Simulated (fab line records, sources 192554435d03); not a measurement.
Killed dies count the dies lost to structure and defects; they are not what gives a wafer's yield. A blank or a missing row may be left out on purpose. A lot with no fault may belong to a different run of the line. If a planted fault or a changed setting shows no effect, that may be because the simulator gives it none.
One fault seen from 2 desks	flow n5_finfet	what lay behind the numbers comes last; until then each desk has only its own

== THE METROLOGY DESK ==
Means of the sampled wafers that have a number, per lot and without regard to the tool the lot ran on: this is what the gauges read. The brackets show how far a lot's mean lies from the usual mean; more than 4 standard deviations puts the lot out of limits, marked OUT. It has 10 readings; the 7 that lie furthest out on some lot are the ones shown.
Columns: A = IOFF_N at N5_BEOL_M4_RC_MEAS_101, usual 0.17 nA/um; B = IOFF_P at N5_BEOL_M4_RC_MEAS_101, usual 0.21 nA/um; C = ION_N at N5_BEOL_M4_RC_MEAS_101, usual 678 uA/um; D = SS_N at N5_BEOL_M4_RC_MEAS_101, usual 71.7 mV/dec; E = SS_P at N5_BEOL_M4_RC_MEAS_101, usual 73.4 mV/dec; F = VT_N at N5_BEOL_M4_RC_MEAS_101, usual 249 mV; G = VT_P at N5_BEOL_M4_RC_MEAS_101, usual -251 mV
lot	first seen here	A	B	C	D	E	F	G
L558	day 9 12:12	0.19	0.22	678	71.8	73.3	247	-252
L561	day 9 17:34	0.21	0.26	684	72.0	73.8	245	-249
L566	day 11 14:36	0.14	0.20	669	71.6	73.1	251	-248
L568	day 12 12:49	0.14	0.19	668	71.4	73.1	251	-254
L576	day 14 07:03	0.20	0.27	693	72.4	74.1	247	-247
Result from this desk: across the 5 lots, nothing is out of limits.

== THE TOOL OWNER'S DESK: cvd_w-01 ==
The tool's own readings at N5_HKMG_FIN_ALD_72 (deposits W, target thk 2 nm, pulse time 1 s, purge time 2 s): means of the sampled wafers that have a number, for each lot that ran on this tool. The brackets show how far a lot's mean lies from the usual mean; more than 4 standard deviations puts the lot out of limits, marked OUT.
Columns: A = heater_power_outer_w at N5_HKMG_FIN_ALD_72, usual 273 W; B = heater_power_w at N5_HKMG_FIN_ALD_72, usual 473 W; C = precursor_pulse_height_rel at N5_HKMG_FIN_ALD_72, usual 1.001
lot	first seen here	A	B	C
L561	day 5 17:44	307	504	1.009
L566	day 6 22:32	258	448	0.989
L568	day 7 05:43	258	445	0.975
L576	day 9 08:11	288	477	0.998
Result from this desk: across the 4 lots, nothing is out of limits.

== BROUGHT TOGETHER ==
From the metrology desk's view, nothing was out of limits.
The tool owner's desk saw nothing out of limits.

== WHAT THE SIMULATOR PUT IN ==
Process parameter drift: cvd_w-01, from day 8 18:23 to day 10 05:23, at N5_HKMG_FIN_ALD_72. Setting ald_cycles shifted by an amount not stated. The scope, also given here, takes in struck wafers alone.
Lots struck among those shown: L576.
